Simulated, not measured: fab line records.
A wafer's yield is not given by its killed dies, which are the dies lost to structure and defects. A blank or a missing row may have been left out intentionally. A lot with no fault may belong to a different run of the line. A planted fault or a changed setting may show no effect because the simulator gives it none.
Chamber matching + flow n5 finfet + N5_BEOL_M8_CMP_52 on cmp-04 has 4 sister chambers
The step polishes, stops on SiCOH lowk, t overpolish 6.9 s, target thk 80 nm. 8 wafers are shown with their chamber, then 7 later ones without.

## WAFERS WITH THEIR CHAMBER
| wafer  | chamber | motor current A (A) | retaining ring pressure frac |
|--------|---------|---------------------|------------------------------|
| L543.1 | 3       | 5.3                 | 1.000                        |
| L543.3 | 0       | 6.0                 | 1.007                        |
| L543.5 | 2       | 5.8                 | 0.999                        |
| L546.1 | 2       | 6.0                 | 0.994                        |
| L546.2 | 1       | 6.2                 | 1.001                        |
| L546.3 | 0       | 5.7                 | 0.998                        |
| L550.2 | 1       | 6.2                 | 1.003                        |
| L550.3 | 3       | 5.1                 | 1.000                        |

## WAFERS WHOSE CHAMBER IS MISSING
| wafer  | motor current A (A) | retaining ring pressure frac |
|--------|---------------------|------------------------------|
| L550.6 | 6.3                 | 1.004                        |
| L557.1 | 5.9                 | 1.001                        |
| L557.2 | 5.6                 | 1.002                        |
| L557.3 | 6.0                 | 1.006                        |
| L558.1 | 5.7                 | 1.005                        |
| L558.2 | 6.0                 | 1.006                        |
| L558.4 | 5.9                 | 1.000                        |

## CHAMBER TAKEN BY EACH
| wafer  | from the rows above          | in truth                   |
|--------|------------------------------|----------------------------|
| L550.6 | 1                            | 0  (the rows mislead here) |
| L557.1 | can't be placed: 0 or 2 or 1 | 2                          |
| L557.2 | can't be placed: 0 or 2 or 3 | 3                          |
| L557.3 | can't be placed: 0 or 1 or 2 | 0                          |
| L558.1 | can't be placed: 0 or 2      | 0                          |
| L558.2 | can't be placed: 0 or 1 or 2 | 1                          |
| L558.4 | can't be placed: 0 or 2 or 1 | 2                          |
Correctly placed: 0 of 7. These rows do not allow placing 6 (true chamber among the candidates in 6). Wrongly placed: 1.
How it was worked out, from the rows above alone: a wafer's distance from a chamber is the root of the sum, over the readings, of the square of ((its reading less the chamber's mean) divided by the reading's scatter). The wafer belongs to the nearest chamber; if the next one is less than 2 further off, it can't be placed. The mean given for a chamber averages the wafers shown for that chamber. The scatter is the square root of a quotient: the sum, over the shown wafers, of each reading's squared deviation from its chamber's mean, divided by wafers minus chambers.
